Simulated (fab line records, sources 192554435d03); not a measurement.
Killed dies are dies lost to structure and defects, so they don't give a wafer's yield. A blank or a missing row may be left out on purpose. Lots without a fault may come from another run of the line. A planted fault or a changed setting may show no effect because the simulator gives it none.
Which tool did it? | flow n5_finfet | 12 lots, 33 wafers sampled, at 2 steps of a route of 1938

WHAT THE GAUGES READ, wafer by wafer
N5_BEOL_M14_INSPECT_55: inspects for defects (darkfield).
lot  | measured     | on                | raw_defect_count
L805 | day 12 05:05 | defect_inspect-02 | 59 47 44
L804 | day 12 18:22 | defect_inspect-01 | 76 65 98
L806 | day 12 19:52 | defect_inspect-02 | 43 52 49
L808 | day 13 07:53 | defect_inspect-01 | 98 59 88
L809 | day 13 08:14 | defect_inspect-02 | 112 64 119
L812 | day 13 16:44 | defect_inspect-01 | 77 71
L813 | day 14 14:30 | defect_inspect-02 | 57 99 131
L815 | day 15 04:34 | defect_inspect-01 | 50 94 64
L817 | day 15 14:42 | defect_inspect-01 | 102 136 45
L820 | day 16 01:00 | defect_inspect-02 | 56 91
L822 | day 16 05:09 | defect_inspect-01 | 49 35 47
L823 | day 16 06:34 | defect_inspect-02 | 69 96

WHICH TOOL RAN EACH LOT (tool, then ch and the chambers of the sampled wafers, then the start)
lot  | N5_BEOL_M14_SPUTTER_43
L805 | pvd_sputter-02, day 12 03:53
L804 | pvd_sputter-01, day 12 17:09
L806 | pvd_sputter-02, day 12 18:35
L808 | pvd_sputter-02, day 13 06:37
L809 | pvd_sputter-02, day 13 07:01
L812 | pvd_sputter-01, day 13 15:05
L813 | pvd_sputter-01, day 14 13:19
L815 | pvd_sputter-03, day 15 03:18
L817 | pvd_sputter-02, day 15 13:29
L820 | pvd_sputter-01, day 15 23:47
L822 | pvd_sputter-03, day 16 03:34
L823 | pvd_sputter-01, day 16 05:21
- N5_BEOL_M14_SPUTTER_43: material TaN, target thk 15 nm, time 24.19 s.

WHAT THE TOOLS THEMSELVES READ (means of the sampled wafers that have a number; where no wafer has one, the mark that the record gives instead)
N5_BEOL_M14_SPUTTER_43.
lot  | tool           | throttle_valve_pct (%)
L805 | pvd_sputter-02 | 31.2
L804 | pvd_sputter-01 | 30.1
L806 | pvd_sputter-02 | 30.6
L808 | pvd_sputter-02 | 31.4
L809 | pvd_sputter-02 | 30.4
L812 | pvd_sputter-01 | 30.1
L813 | pvd_sputter-01 | 29.8
L815 | pvd_sputter-03 | 31.0
L817 | pvd_sputter-02 | 30.5
L820 | pvd_sputter-01 | 30.1
L822 | pvd_sputter-03 | 31.3
L823 | pvd_sputter-01 | 30.2

THE ANSWER, worked out from the rows above alone
Rule: what is usual is taken from the lots themselves. Put in order of their means at a reading, lots are off if they are a third of the lots or fewer, leave a main group of 4 or more, and stand apart from it by a gap of 3 or more times the standard deviation of the main group's means; of several such gaps the widest counts. A main group whose means are all the same, to the digits that the tables above print for the reading, isn't used. A lot without any number at a reading at which 4 lots or more have one is off too. The other lots that the step has rows for count as sound. The gauges are gone through in route order, then the tools' own readings, and for those a lot's mean is taken as printed above. The first step at which some lot is off is used, and at that step the reading that is off furthest; a lot without a number counts as furthest.
No lot is off at any reading shown: from this, nothing can be told.

WHAT THE SIMULATOR HAD PUT IN
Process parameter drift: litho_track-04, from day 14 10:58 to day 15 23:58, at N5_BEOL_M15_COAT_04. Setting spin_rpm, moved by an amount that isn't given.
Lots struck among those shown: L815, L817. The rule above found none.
